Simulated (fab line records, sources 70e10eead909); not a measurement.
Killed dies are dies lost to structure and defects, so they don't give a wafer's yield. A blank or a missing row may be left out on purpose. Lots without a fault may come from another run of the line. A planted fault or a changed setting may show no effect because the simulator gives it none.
Chamber matching | flow nand_harc | NHARC_A_STAIRCASE_DESCUM_11 on rie_diel-12: 4 sister chambers
The step chemistry O2, time 3 s. 18 wafers are shown with their chamber, then 9 later ones without.

WAFERS WITH THEIR CHAMBER
wafer  | chamber | showerhead_plenum_p_Torr (Torr) | oes_product_au (a.u.) | throttle_valve_pct (%)
L078.1 | 0       | 1.90                            | 1.015                 | 11.322
L078.3 | 3       | 1.97                            | 1.005                 | 11.317
L078.5 | 2       | 2.02                            | 0.994                 | 11.300
L079.2 | 0       | 1.90                            | 1.024                 | 11.332
L079.3 | 1       | 1.98                            | 1.020                 | 11.316
L079.4 | 0       | 1.90                            | 1.018                 | 11.318
L082.3 | 2       | 2.02                            | 1.002                 | 11.316
L082.5 | 2       | 2.02                            | 0.978                 | 11.303
L082.6 | 1       | 1.97                            | 0.998                 | 11.316
L080.1 | 0       | 1.90                            | 1.010                 | 11.311
L080.4 | 2       | 2.02                            | 0.989                 | 11.312
L080.5 | 3       | 1.97                            | 1.016                 | 11.308
L081.4 | 0       | 1.90                            | 1.017                 | 11.314
L081.5 | 0       | 1.90                            | 1.021                 | 11.316
L081.6 | 3       | 1.97                            | 1.004                 | 11.308
L086.2 | 0       | 1.89                            | 1.016                 | 11.310
L086.3 | 2       | 2.01                            | 0.982                 | 11.311
L086.4 | 3       | 1.96                            | 1.012                 | 11.316

SIGNATURES (means of the wafers above)
reading                  | chamber 0 | chamber 1 | chamber 2 | chamber 3 | scatter within a chamber
showerhead_plenum_p_Torr | 1.8986    | 1.9750    | 2.0180    | 1.9675    | 0.00456
oes_product_au           | 1.01729   | 1.00900   | 0.98900   | 1.00925   | 0.00767
throttle_valve_pct       | 11.31757  | 11.31600  | 11.30840  | 11.31225  | 0.00651
Rule: a wafer's distance from a chamber is the root of the sum, over the readings, of the square of ((its reading less the chamber's mean) divided by the reading's scatter). The wafer belongs to the nearest chamber; if the next one is less than 2 further off, it can't be placed. The scatter: the root of (the sum of the squares of (reading less its chamber's mean) over the shown wafers, divided by (wafers less chambers)).

WAFERS WITHOUT THEIR CHAMBER
wafer  | showerhead_plenum_p_Torr (Torr) | oes_product_au (a.u.) | throttle_valve_pct (%)
L085.3 | 1.96                            | 1.002                 | 11.318
L085.4 | 1.89                            | 1.008                 | 11.310
L085.6 | 1.89                            | 0.999                 | 11.303
L094.1 | 2.01                            | 1.007                 | 11.315
L094.4 | 1.96                            | 0.996                 | 11.300
L094.6 | 1.97                            | 0.999                 | 11.317
L095.1 | 1.97                            | 1.000                 | 11.316
L095.2 | 2.01                            | 0.990                 | 11.326
L095.4 | 1.89                            | 1.017                 | 11.302

WHICH CHAMBER EACH WENT THROUGH
wafer  | from the rows above     | in truth
L085.3 | can't be placed: 3 or 1 | 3
L085.4 | 0                       | 0
L085.6 | 0                       | 0
L094.1 | 2                       | 2
L094.4 | can't be placed: 3 or 1 | 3
L094.6 | can't be placed: 3 or 1 | 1
L095.1 | can't be placed: 3 or 1 | 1
L095.2 | 2                       | 2
L095.4 | 0                       | 0
Placed correctly: 5 of 9. Can't be placed from these rows: 4 (the true chamber is among the candidates in 4). Placed wrongly: 0.
